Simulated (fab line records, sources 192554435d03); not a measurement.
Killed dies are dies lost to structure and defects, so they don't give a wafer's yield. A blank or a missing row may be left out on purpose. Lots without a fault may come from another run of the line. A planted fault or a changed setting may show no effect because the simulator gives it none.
fab line records | flow n5_finfet
record lots=24 wafers=72 last_day=19
route steps=1938 shown BEOL_M4@1040
lots that met no fault: from a run of the same line without faults
start_h: hours from the record's first day to the start of the lot's first wafer shown | wait_h: hours since the lot's step before | " the same as in the row above | L1.1+2: a row that stands for several wafers | - no value, or no start given | * or withheld: withheld | < > ~ a bound
route shown NAME@n: a module of which the file shows steps, and the number in the route of the first | usual: mean/standard deviation of fault-free wafers | same: alike in all rows | chamber/n: place in a boat | sites: the reading at each site | _std_site: their standard deviation | _edge_site: outer sites' mean less inner sites' | radius_mm: how far each site lies from the wafer's centre | mask NAME#n: copy n | behind: the tool/chamber that last shaped the wafer | hold: why the lot was held/for how many hours/how that ended | device: the transistor (n, p or np) that didn't switch | end of line: the same wafers' tests at the end of the route | a step without rows: its recipe alone | killed: dies lost to structure and defects at the first sort, not the wafer's yield | map: a wafer's dies, x killed, . not, _ none there
set.NAME: the setting as run; set.NAME@STEP: as run at that earlier step | model.NAME: the simulator's own value behind a step, which no gauge read
steps of the route over a sample of lots; a table a step, a row a wafer
services: from which hour (start_h, from the record's first day; less than 0 if before it) a tool's chamber was out of use, for how many hours, and why
## steps
# step N5_BEOL_M4_ETCH_64
# recipe chemistry=N2/H2 target=SOC target_depth_a=750 overetch_a=225 mask_material=SiARC temp_c=40 time_s=121.9 ion_energy_ev=200 pressure_mtorr=30 source_w=840 bias_w=150 n2_flow_sccm=200 h2_flow_sccm=200
# usual drypump_motor_current_A=5.6/0.3 oes_product_au=0.59/0.054 rf_vpp_V=523.7/2 showerhead_plenum_p_Torr=2.54/0.066 throttle_valve_pct=17.95/0.21
# columns lot.wafer tool chamber start_h wait_h drypump_motor_current_A oes_product_au rf_hours_counter_h rf_vpp_V showerhead_plenum_p_Torr throttle_valve_pct
L074.1 rie_diel-06 3 153.62 0.0 5.9 0.58 155 521.7 2.45 18.04
L074.3 " 2 " " 5.1 0.54 189 526.6 2.63 17.86
L074.5 " 3 " " 5.9 0.58 - 520.0 2.45 18.04
L077.1 rie_diel-01 1 164.88 0.0 5.8 0.69 24 524.5 2.58 17.53
L077.4 " 3 " " 5.7 0.56 182 523.5 2.52 17.98
L077.6 " 3 " " 5.7 0.55 - 524.3 2.52 17.98
L075.2 rie_diel-02 0 168.43 0.0 6.2 0.59 151 522.3 2.44 17.74
L075.4 " 2 " " 5.3 0.54 201 520.7 2.40 18.24
L075.6 " 1 " " 5.2 0.58 - 522.9 2.55 17.81
L076.1 rie_diel-01 2 173.22 0.0 5.7 0.61 98 525.0 2.57 18.02
L076.4 " 0 " " 5.8 0.63 71 523.2 2.58 17.88
L076.6 " 1 " " 5.7 0.69 - 526.2 2.58 17.54
L078.2 rie_diel-01 3 178.08 0.0 5.7 0.56 187 522.9 2.52 17.98
L078.4 " 2 " " 5.7 0.60 99 523.2 2.56 18.02
L078.6 " 3 " " 5.7 0.56 - 522.7 2.52 17.97
L079.2 rie_diel-01 3 210.91 0.0 5.7 0.55 196 523.6 2.52 18.00
L079.3 " 1 " " 5.8 0.67 38 525.8 2.57 17.57
L079.5 " 2 " " 5.7 0.60 - 523.9 2.56 18.05
L080.1 rie_diel-06 3 211.17 0.0 5.9 0.56 181 519.4 2.44 18.07
L080.3 " 0 " " 5.2 0.54 - 525.1 2.61 18.09
L080.5 " 0 " " 5.2 0.54 - 525.7 2.61 18.08
L082.1 rie_diel-01 3 216.46 0.0 5.7 0.55 198 524.0 2.52 17.99
L082.4 " 0 " " 5.8 0.63 83 524.4 2.57 17.90
L082.5 " 2 " " 5.7 0.60 - 524.0 2.56 18.05
L081.1 rie_diel-06 3 217.08 0.0 5.9 0.57 183 519.5 2.44 18.09
L081.2 " 0 " " 5.2 0.54 220 525.2 2.61 18.10
L081.6 " 3 " " 5.9 0.56 - 521.6 2.44 18.07
L083.2 rie_diel-01 3 220.85 0.0 5.7 0.55 200 522.4 2.52 18.01
L083.4 " 1 " " 5.7 0.67 42 524.4 2.57 17.57
L083.6 " 0 " " 5.8 0.61 - 525.5 2.57 17.91
L084.2 rie_diel-02 2 227.51 0.0 5.3 0.53 216 519.6 2.40 18.26
L084.5 " 3 " " 5.1 0.56 - 525.2 2.64 18.42
L084.6 " 0 " " 6.1 0.57 - 521.7 2.43 17.77
L085.2 rie_diel-06 3 231.28 0.0 5.9 0.57 189 520.2 2.44 18.10
L085.5 " 0 " " 5.2 0.53 - 525.7 2.61 18.11
L085.6 " 1 " " 5.2 0.72 - 522.1 2.49 17.61
L087.2 rie_diel-01 1 248.25 0.0 5.7 0.66 51 524.1 2.57 17.59
L087.3 " 3 " " 5.7 0.55 209 524.4 2.51 18.03
L087.6 " 2 " " 5.6 0.59 - 524.3 2.56 18.07
L088.2 rie_diel-06 0 249.01 0.0 5.2 0.54 232 527.8 2.61 18.10
L088.3 " 2 " " 5.1 0.53 222 526.6 2.61 17.92
L088.4 " 3 " " 5.9 0.56 195 519.1 2.44 18.12
L086.1 rie_diel-01 0 251.45 0.0 5.7 0.61 96 524.6 2.57 17.92
L086.3 " 2 " " 5.7 0.59 122 524.1 2.55 18.07
L086.5 " 3 " " 5.7 0.54 - 523.4 2.51 18.01
L089.1 rie_diel-01 3 251.85 0.0 5.7 0.54 210 523.6 2.51 18.03
L089.4 " 0 " " 5.8 0.60 96 522.9 2.57 17.93
L089.6 " 1 " " 5.7 0.66 - 525.6 2.57 17.59
L090.3 rie_diel-02 0 258.42 0.0 6.2 0.57 183 521.5 2.42 17.79
L090.4 " 1 " " 5.2 0.57 171 523.5 2.54 17.86
L090.6 " 0 " " 6.1 0.57 - 521.2 2.42 17.80
L091.2 rie_diel-06 0 264.08 0.0 5.2 0.53 237 525.5 2.60 18.11
L091.5 " 2 " " 5.1 0.51 - 526.3 2.61 17.93
L091.6 " 3 " " 5.9 0.55 - 519.1 2.43 18.11
L092.3 rie_diel-06 2 281.00 0.0 5.1 0.52 234 527.2 2.61 17.96
L092.5 " 1 " " 5.2 0.69 - 522.3 2.48 17.63
L092.6 " 2 " " 5.1 0.52 - 525.7 2.61 17.97
L093.2 rie_diel-01 0 287.60 0.0 5.7 0.60 108 523.6 2.56 17.94
L093.3 " 3 " " 5.7 0.54 223 523.5 2.51 18.05
L093.4 " 2 " " 5.6 0.58 136 523.7 2.55 18.09
L095.2 rie_diel-06 0 292.39 0.0 5.2 0.52 248 525.1 2.60 18.14
L095.5 " 1 " " 5.2 0.68 - 522.2 2.48 17.65
L095.6 " 2 " " 5.1 0.51 - 524.4 2.61 17.96
L094.3 rie_diel-02 3 293.50 0.0 5.1 0.54 219 525.5 2.63 18.46
L094.5 " 2 " " 5.3 0.52 - 519.9 2.39 18.32
L094.6 " 1 " " 5.3 0.55 - 523.3 2.54 17.89
L096.1 rie_diel-01 3 299.87 0.0 5.7 0.54 228 522.7 2.50 18.06
L096.2 " 2 " " 5.7 0.57 140 523.1 2.55 18.09
L096.5 " 1 " " 5.8 0.65 - 523.8 2.56 17.63
L097.3 rie_diel-01 1 335.07 0.0 5.8 0.63 82 523.9 2.55 17.63
L097.4 " 2 " " 5.7 0.57 151 524.3 2.54 18.11
L097.5 " 3 " " 5.7 0.52 - 522.7 2.50 18.06
# step N5_BEOL_M4_CD_MEAS_18
# recipe pitch_nm=36 target_cd_nm=18
# usual cd_nm=17.9/0.41
# columns lot.wafer tool chamber start_h wait_h cd_nm
L074.1 cd_sem-01 - 154.01 0.0 17.5
L074.3 " - " " 17.6
L074.5 " - " " 18.0
L077.1 cd_sem-03 - 165.23 0.0 17.8
L077.4 " - " " 18.4
L077.6 " - " " 18.4
L075.2 cd_sem-03 - 168.86 0.1 18.3
L075.4 " - " " 17.7
L075.6 " - " " 17.4
L076.1 cd_sem-03 - 173.67 0.0 18.0
L076.4 " - " " 17.6
L076.6 " - " " 17.8
L078.2 cd_sem-01 - 178.49 0.1 18.6
L078.4 " - " " 17.7
L078.6 " - " " 18.6
L079.2 cd_sem-01 - 211.29 0.1 18.2
L079.3 " - " " 17.4
L079.5 " - " " 18.0
L080.1 cd_sem-02 - 211.60 0.0 18.0
L080.3 " - " " 17.6
L080.5 " - " " 17.8
L082.1 cd_sem-03 - 216.82 0.0 18.1
L082.4 " - " " 18.0
L082.5 " - " " 17.9
L081.1 cd_sem-01 - 217.46 0.0 17.3
L081.2 " - " " 17.4
L081.6 " - " " 17.9
L083.2 cd_sem-01 - 221.23 0.1 18.1
L083.4 " - " " 17.7
L083.6 " - " " 17.8
L084.2 cd_sem-01 - 227.88 0.1 18.8
L084.5 " - " " 18.3
L084.6 " - " " 18.4
L085.2 cd_sem-03 - 231.66 0.1 17.4
L085.5 " - " " 17.5
L085.6 " - " " 17.7
L087.2 cd_sem-01 - 248.60 0.1 18.2
L087.3 " - " " 18.5
L087.6 " - " " 17.3
L088.2 cd_sem-01 - 249.45 0.1 18.0
L088.3 " - " " 17.6
L088.4 " - " " 17.6
L086.1 cd_sem-01 - 251.81 0.0 17.6
L086.3 " - " " 17.3
L086.5 " - " " 18.4
L089.1 cd_sem-01 - 252.31 0.0 17.9
L089.4 " - " " 17.7
L089.6 " - " " 17.5
L090.3 cd_sem-02 - 258.78 0.1 18.5
L090.4 " - " " 18.0
L090.6 " - " " 18.5
L091.2 cd_sem-03 - 264.47 0.1 17.5
L091.5 " - " " 17.2
L091.6 " - " " 17.4
L092.3 cd_sem-03 - 281.37 0.1 17.6
L092.5 " - " " 17.8
L092.6 " - " " 17.1
L093.2 cd_sem-02 - 288.03 0.1 18.3
L093.3 " - " " 18.3
L093.4 " - " " 18.6
L095.2 cd_sem-03 - 292.74 0.1 17.2
L095.5 " - " " 17.7
L095.6 " - " " 17.4
L094.3 cd_sem-03 - 293.85 0.1 17.7
L094.5 " - " " 18.0
L094.6 " - " " 18.1
L096.1 cd_sem-02 - 300.44 0.0 18.4
L096.2 " - " " 18.1
L096.5 " - " " 17.1
L097.3 cd_sem-01 - 335.44 0.1 18.1
L097.4 " - " " 18.5
L097.5 " - " " 18.8
# step N5_BEOL_M4_OVL_MEAS_29
# recipe points_per_wafer=522
# usual V3_OVL=0.4/0.69
# columns lot.wafer tool chamber start_h wait_h V3_OVL[nm]
L074.1 overlay-01 0 154.48 0.0 0.0
L074.3 " 0 " " -0.1
L074.5 " 0 " " 0.1
L077.1 overlay-01 0 165.71 0.0 -0.2
L077.4 " 0 " " -0.8
L077.6 " 0 " " -0.6
L075.2 overlay-01 0 169.34 0.0 1.0
L075.4 " 0 " " 0.7
L075.6 " 0 " " 0.6
L076.1 overlay-01 0 174.02 0.0 0.3
L076.4 " 0 " " 0.8
L076.6 " 0 " " 0.9
L078.2 overlay-02 0 178.85 0.0 1.5
L078.4 " 0 " " 2.4
L078.6 " 0 " " 1.1
L079.2 overlay-01 0 211.77 0.0 0.3
L079.3 " 0 " " 0.1
L079.5 " 0 " " -0.7
L080.1 overlay-02 0 212.08 0.0 0.3
L080.3 " 0 " " -0.5
L080.5 " 0 " " -1.1
L082.1 overlay-01 0 217.29 0.0 0.1
L082.4 " 0 " " -0.3
L082.5 " 0 " " 0.2
L081.1 overlay-01 0 217.94 0.0 0.5
L081.2 " 0 " " 1.6
L081.6 " 0 " " 1.1
L083.2 overlay-02 0 221.59 0.0 0.6
L083.4 " 0 " " -0.3
L083.6 " 0 " " 1.0
L084.2 overlay-02 0 228.36 0.0 0.5
L084.5 " 0 " " -0.2
L084.6 " 0 " " -0.2
L085.2 overlay-02 0 232.02 0.0 0.0
L085.5 " 0 " " 0.3
L085.6 " 0 " " 0.4
L087.2 overlay-01 0 249.08 0.0 0.4
L087.3 " 0 " " 1.1
L087.6 " 0 " " 1.6
L088.2 overlay-01 0 249.93 0.0 1.1
L088.3 " 0 " " 0.0
L088.4 " 0 " " 1.1
L086.1 overlay-01 0 252.28 0.0 0.3
L086.3 " 0 " " 0.3
L086.5 " 0 " " 0.5
L089.1 overlay-02 0 252.66 0.0 0.6
L089.4 " 0 " " 0.7
L089.6 " 0 " " 0.7
L090.3 overlay-01 0 259.26 0.0 0.8
L090.4 " 0 " " -0.5
L090.6 " 0 " " -0.1
L091.2 overlay-02 0 264.95 0.0 1.0
L091.5 " 0 " " 0.2
L091.6 " 0 " " 0.9
L092.3 overlay-02 0 281.85 0.0 1.0
L092.5 " 0 " " 0.8
L092.6 " 0 " " 0.6
L093.2 overlay-02 0 288.38 0.0 0.0
L093.3 " 0 " " -0.7
L093.4 " 0 " " 0.0
L095.2 overlay-01 0 293.22 0.0 1.7
L095.5 " 0 " " 1.4
L095.6 " 0 " " 0.9
L094.3 overlay-01 0 294.21 0.0 0.4
L094.5 " 0 " " -0.7
L094.6 " 0 " " 0.3
L096.1 overlay-01 0 300.92 0.0 0.3
L096.2 " 0 " " -0.6
L096.5 " 0 " " 0.2
L097.3 overlay-01 0 335.80 0.0 -0.1
L097.4 " 0 " " 0.6
L097.5 " 0 " " 0.0
# step N5_BEOL_M4_OCD_MEAS_38
# usual trench_depth_nm=55.2/0.93
# columns lot.wafer tool chamber start_h wait_h trench_depth_nm
L074.1 ocd-02 - 159.38 - 55.8
L074.3 " - " " 54.9
L074.5 " - " " 55.4
L077.1 ocd-02 - 173.16 - 52.9
L077.4 " - " " 56.7
L077.6 " - " " 54.5
L075.2 ocd-01 - 176.81 - 54.1
L075.4 " - " " 55.4
L075.6 " - " " 55.4
L076.1 ocd-02 - 176.94 - 54.5
L076.4 " - " " 55.5
L076.6 " - " " 55.5
L078.2 ocd-02 - 189.67 - 54.8
L078.4 " - " " 55.5
L078.6 " - " " 55.2
L079.2 ocd-02 - 215.57 - 54.3
L079.3 " - " " 55.0
L079.5 " - " " 54.5
L080.1 ocd-01 - 216.21 - 55.0
L080.3 " - " " 54.7
L080.5 " - " " 55.8
L082.1 ocd-02 - 220.18 - 56.8
L082.4 " - " " 56.5
L082.5 " - " " 53.1
L081.1 ocd-02 - 223.04 - 55.1
L081.2 " - " " 55.4
L081.6 " - " " 55.4
L083.2 ocd-01 - 226.49 - 55.6
L083.4 " - " " 55.5
L083.6 " - " " 54.9
L085.2 ocd-01 - 247.59 - 54.2
L085.5 " - " " 54.7
L085.6 " - " " 55.1
L084.2 ocd-01 - 247.72 - 53.9
L084.5 " - " " 57.3
L084.6 " - " " 55.1
L087.2 ocd-01 - 250.81 - 57.0
L087.3 " - " " 55.7
L087.6 " - " " 57.0
L088.2 ocd-01 - 251.39 - 54.0
L088.3 " - " " 54.6
L088.4 " - " " 53.9
L086.1 ocd-02 - 254.34 - 55.2
L086.3 " - " " 55.2
L086.5 " - " " 55.8
L089.1 ocd-02 - 258.35 - 55.9
L089.4 " - " " 55.6
L089.6 " - " " 55.5
L090.3 ocd-01 - 264.53 - 55.8
L090.4 " - " " 55.7
L090.6 " - " " 54.9
L091.2 ocd-01 - 275.25 - 53.0
L091.5 " - " " 55.8
L091.6 " - " " 53.3
L092.3 ocd-01 - 283.76 - 53.3
L092.5 " - " " 54.2
L092.6 " - " " 54.3
L093.2 ocd-02 - 294.30 - 55.2
L093.3 " - " " 55.2
L093.4 " - " " 55.0
L095.2 ocd-01 - 310.82 - 54.5
L095.5 " - " " 55.3
L095.6 " - " " 55.2
L094.3 ocd-01 - 316.66 - 55.0
L094.5 " - " " 54.6
L094.6 " - " " 55.3
L096.1 ocd-02 - 319.69 - 54.5
L096.2 " - " " 53.8
L096.5 " - " " 56.2
L097.3 ocd-01 - 343.75 - 55.3
L097.4 " - " " 57.2
L097.5 " - " " 57.4
# step N5_BEOL_M4_DEGAS_44
# recipe ambient=vacuum temp_c=250 time_s=60
# usual heater_power_w=333/36
# columns lot.wafer tool chamber start_h wait_h heater_power_w
L074.1 pvd_sputter-02 - 159.64 0.1 292
L074.3 " - " " 326
L074.5 " - " " 386
L077.1 pvd_sputter-03 - 173.42 0.1 318
L077.4 " - " " 321
L077.6 " - " " 301
L075.2 pvd_sputter-01 - 177.32 0.4 376
L075.4 " - " " 337
L075.6 " - " " 330
L076.1 pvd_sputter-01 - 177.40 0.3 312
L076.4 " - " " 325
L076.6 " - " " 380
L078.2 pvd_sputter-02 - 190.09 0.3 309
L078.4 " - " " 320
L078.6 " - " " 326
L079.2 pvd_sputter-02 - 216.28 0.6 300
L079.3 " - " " 394
L079.5 " - " " 299
L080.1 pvd_sputter-03 - 216.77 0.4 319
L080.3 " - " " 320
L080.5 " - " " 317
L082.1 pvd_sputter-01 - 220.38 0.0 377
L082.4 " - " " 314
L082.5 " - " " 312
L081.1 pvd_sputter-03 - 223.61 0.4 323
L081.2 " - " " 324
L081.6 " - " " 317
L083.2 pvd_sputter-02 - 226.81 0.2 332
L083.4 " - " " 310
L083.6 " - " " 383
L085.2 pvd_sputter-01 - 247.95 0.2 330
L085.5 " - " " 319
L085.6 " - " " 379
L084.2 pvd_sputter-01 - 248.03 0.2 376
L084.5 " - " " 325
L084.6 " - " " 310
L087.2 pvd_sputter-02 - 251.47 0.5 321
L087.3 " - " " 383
L087.6 " - " " 403
L088.2 pvd_sputter-03 - 251.79 0.2 316
L088.3 " - " " 317
L088.4 " - " " 297
L086.1 pvd_sputter-02 - 254.63 0.1 383
L086.3 " - " " 305
L086.5 " - " " 328
L089.1 pvd_sputter-01 - 259.06 0.6 375
L089.4 " - " " 386
L089.6 " - " " 376
L090.3 pvd_sputter-02 - 265.25 0.6 327
L090.4 " - " " 304
L090.6 " - " " 329
L091.2 pvd_sputter-01 - 275.65 0.2 307
L091.5 " - " " 325
L091.6 " - " " 309
L092.3 pvd_sputter-01 - 284.30 0.4 334
L092.5 " - " " 368
L092.6 " - " " 388
L093.2 pvd_sputter-01 - 294.61 0.2 381
L093.3 " - " " 315
L093.4 " - " " 382
L095.2 pvd_sputter-02 - 311.33 0.3 305
L095.5 " - " " 326
L095.6 " - " " 383
L094.3 pvd_sputter-02 - 316.88 0.0 325
L094.5 " - " " 312
L094.6 " - " " 289
L096.1 pvd_sputter-01 - 320.09 0.2 384
L096.2 " - " " 322
L096.5 " - " " 305
L097.3 pvd_sputter-03 - 344.45 0.6 295
L097.4 " - " " 324
L097.5 " - " " 322
# step N5_BEOL_M4_ANNEAL_80
# recipe temp_c=400 time_s=240 ambient=vacuum
# usual heater_power_w=822/90
# columns lot.wafer tool chamber start_h wait_h heater_power_w
L074.1 pvd_sputter-01 - 161.01 0.0 803
L074.3 " - " " 950
L074.5 " - " " 805
L077.1 pvd_sputter-02 - 175.72 0.0 726
L077.4 " - " " 819
L077.6 " - " " 826
L075.2 pvd_sputter-01 - 178.26 0.0 811
L075.4 " - " " 792
L075.6 " - " " 926
L076.1 pvd_sputter-02 - 178.44 0.0 984
L076.4 " - " " 702
L076.6 " - " " 994
L078.2 pvd_sputter-01 - 191.10 0.0 809
L078.4 " - " " 946
L078.6 " - " " 957
L079.2 pvd_sputter-03 - 217.23 0.0 741
L079.3 " - " " 776
L079.5 " - " " 792
L080.1 pvd_sputter-02 - 218.32 0.0 745
L080.3 " - " " 736
L080.5 " - " " 978
L082.1 pvd_sputter-02 - 221.23 0.0 717
L082.4 " - " " 988
L082.5 " - " " 747
L081.1 pvd_sputter-03 - 224.93 0.0 731
L081.2 " - " " 773
L081.6 " - " " 796
L083.2 pvd_sputter-02 - 227.72 0.0 993
L083.4 " - " " 747
L083.6 " - " " 712
L085.2 pvd_sputter-03 - 248.81 0.0 779
L085.5 " - " " 721
L085.6 " - " " 732
L084.2 pvd_sputter-02 - 249.83 0.0 986
L084.5 " - " " 976
L084.6 " - " " 793
L087.2 pvd_sputter-03 - 252.51 0.0 729
L087.3 " - " " 797
L087.6 " - " " 737
L088.2 pvd_sputter-01 - 254.30 0.0 931
L088.3 " - " " 954
L088.4 " - " " 822
L086.1 pvd_sputter-01 - 256.14 0.0 963
L086.3 " - " " 801
L086.5 " - " " 931
L089.1 pvd_sputter-01 - 261.36 0.0 952
L089.4 " - " " 836
L089.6 " - " " 950
L090.3 pvd_sputter-02 - 266.33 0.0 956
L090.4 " - " " 749
L090.6 " - " " 798
L091.2 pvd_sputter-01 - 276.71 0.0 820
L091.5 " - " " 957
L091.6 " - " " 940
L092.3 pvd_sputter-02 - 285.67 0.0 746
L092.5 " - " " 972
L092.6 " - " " 757
L093.2 pvd_sputter-02 - 295.49 0.0 713
L093.3 " - " " 759
L093.4 " - " " 840
L095.2 pvd_sputter-02 - 313.73 0.0 963
L095.5 " - " " 762
L095.6 " - " " 748
L094.3 pvd_sputter-03 - 317.87 0.0 766
L094.5 " - " " 725
L094.6 " - " " 725
L096.1 pvd_sputter-03 - 322.16 0.0 792
L096.2 " - " " 778
L096.5 " - " " 789
L097.3 pvd_sputter-03 - 345.55 0.0 714
L097.4 " - " " 736
L097.5 " - " " 711
## services
# columns tool chamber start_h hours kind
rie_diel-06 1 144.17 - clean
rie_diel-06 1 144.17 - consumable_replace:focus_ring
rie_diel-06 1 144.17 14.5 scheduled_down
rie_diel-06 1 144.17 14.5 vent_cycle
rie_diel-02 2 173.19 5.9 repair
rie_diel-06 1 176.21 35.1 repair
rie_diel-02 - 182.74 0.5 repair
rie_diel-02 2 192.53 6.0 repair
rie_diel-06 2 229.79 1.7 repair
rie_diel-02 2 312.22 9.2 repair
rie_diel-06 0 324.90 17.4 repair
rie_diel-06 3 332.84 3.2 repair
rie_diel-02 2 339.33 - clean
rie_diel-02 2 339.33 - consumable_replace:focus_ring
rie_diel-02 2 339.33 - consumable_replace:showerhead
rie_diel-02 2 339.33 25.6 scheduled_down
rie_diel-02 2 339.33 25.6 vent_cycle
rie_diel-06 0 342.34 - clean
rie_diel-06 0 342.34 - consumable_replace:focus_ring
rie_diel-06 0 342.34 26.0 scheduled_down
rie_diel-06 0 342.34 26.0 vent_cycle
## key
fault none
